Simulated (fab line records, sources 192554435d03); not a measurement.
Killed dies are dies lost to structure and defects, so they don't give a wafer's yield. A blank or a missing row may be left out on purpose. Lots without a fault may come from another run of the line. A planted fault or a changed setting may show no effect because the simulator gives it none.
A struck lot beside a sound one | flow n5_finfet | 36 steps out of a route of 1938
Sound: wafers L895.4, L895.5, L895.6. Struck: wafers L894.2, L894.3, L894.5. The cause comes at the end.
At each step with rows: each side's tool, then ch and its chambers, then its first start. Under that, the readings that differ: sound wafers | struck wafers | difference of the means | sigmas: that difference in standard deviations of wafers without a fault.
alike: readings whose means differ by less than 2 such deviations, and words and numbers that are the same on both sides. not compared: withheld readings, readings that some wafer has no value for, bounds like >300 that may hide the same value, and numbers for which the record gives no deviation and whose values overlap.
The two part at a step that has a row with sigmas, a row that says differs or no value, or rows on one side only. Numbers that don't overlap but have no deviation are shown without sigmas and don't part them. A reading that every wafer of one side lacks parts them only if that side has two wafers or more.

first, 9 steps without rows for these wafers: N5_BEOL_M4_ANNEAL_95 (time 240 s); N5_BEOL_M4_SPUTTER_96 (material Cu, target thk 4.5 nm, time 8.29 s); N5_BEOL_M4_ECD_50 (material Cu, target thk 300 nm); N5_BEOL_M4_ANNEAL_51 (time 90 s); N5_BEOL_M4_CMP_52 (polishes, stops on SiOC, t overpolish 6.8 s, target thk 40 nm); N5_BEOL_M4_PRE_CLEAN_60 (time 15 s); N5_BEOL_M4_CO_CAP_55 (material Co, precursor CCTBA/H2, target thk 2 nm, time 102.1 s); N5_BEOL_M4_PRE_CLEAN_56 (time 15 s); N5_BEOL_M4_DEP_57 (deposits SiCN from 3MS/NH3, target thk 8 nm, time 14 s).
N5_BEOL_M4_RC_MEAS_101:
  sound on prober-02 ch 0, day 11 19:02; struck on prober-01 ch 0, day 11 21:02
  alike: DIBL_N, DIBL_P, IOFF_N, IOFF_P, ION_N, ION_P, SS_N, SS_P, VT_N, VT_P
then, 24 steps without rows for these wafers: N5_BEOL_M5_ILD_DEP_00 (deposits SiCOH lowk from DEMS/porogen, target thk 140.64 nm, time 25.9 s); N5_BEOL_M5_CURE_79 (cures SiCOH lowk, time 240 s); N5_BEOL_M5_PECVD_70 (deposits SiO2 from TEOS/O2, target thk 16 nm, time 18 s); N5_BEOL_M5_HM_DEP_02 (deposits TiN, target thk 20 nm); N5_BEOL_M5_COAT_59 (time 60 s, resist thk 60 nm); N5_BEOL_M5_COAT_60 (time 60 s, resist thk 12 nm); N5_BEOL_M5_COAT_71 (time 60 s, resist thk 5 nm); N5_BEOL_M5_COAT_05 (resist thk 30 nm); N5_BEOL_M5_EBR_07; N5_BEOL_M5_SOFTBAKE_06 (time 60 s); N5_BEOL_M5_EXPOSE_08 (exposes mask M5, target cd 28 nm); N5_BEOL_M5_PEB_09 (peb time 60 s); N5_BEOL_M5_DEVELOP_10 (develop time 30 s); N5_BEOL_M5_DESCUM_16 (chemistry O2, time 7 s); N5_BEOL_M5_ETCH_72 (etches underlayer in N2/H2, target depth 6.5 nm, time 5.2 s); N5_BEOL_M5_ETCH_61 (etches SiARC in CF4, target depth 15.6 nm, time 26 s); N5_BEOL_M5_ETCH_62 (etches SOC in N2/H2, target depth 75 nm, overetch 15 nm, time 112.5 s); N5_BEOL_M5_STRIP_63 (strips in N2/H2); N5_BEOL_M5_STRIP_73 (strips in N2/H2); N5_BEOL_M5_STRIP_64 (strips in CF4); N5_BEOL_M5_HM_OPEN_17 (chemistry Cl2/BCl3, target TiN, target depth 20 nm, overetch 6 nm); N5_BEOL_M5_STRIP_19 (strips in O2); N5_BEOL_M5_COAT_65 (time 60 s, resist thk 60 nm); N5_BEOL_M5_COAT_66 (time 60 s, resist thk 12 nm).
-- the record jumps here: 4 days lie between the struck wafers' starts before and after (it left off in module BEOL_M5 and takes up again in module BEOL_M14, whose first step shown is number 1756 of the route) --
N5_BEOL_M14_STRIP_37: strips in O2.
  sound on rie_diel-06 ch 2,3, day 15 03:37; struck on rie_diel-06 ch 0,2,3, day 15 16:20
  no value came back on the struck wafers for any of 7 readings (bias_power_w (W), chamber_pressure_mTorr (mTorr) and others); on the sound wafers bias_power_w (W) reads 0 0 0
  not compared: rf_hours_counter_h
N5_PASSIVATION_PROBE_49:
  the record has rows for the struck wafers here (prober-02, day 16 20:51) and none for the sound ones

WHERE THEY PART
First at N5_BEOL_M14_STRIP_37; last, within this record, at N5_PASSIVATION_PROBE_49.

WHY: what the simulator had put in
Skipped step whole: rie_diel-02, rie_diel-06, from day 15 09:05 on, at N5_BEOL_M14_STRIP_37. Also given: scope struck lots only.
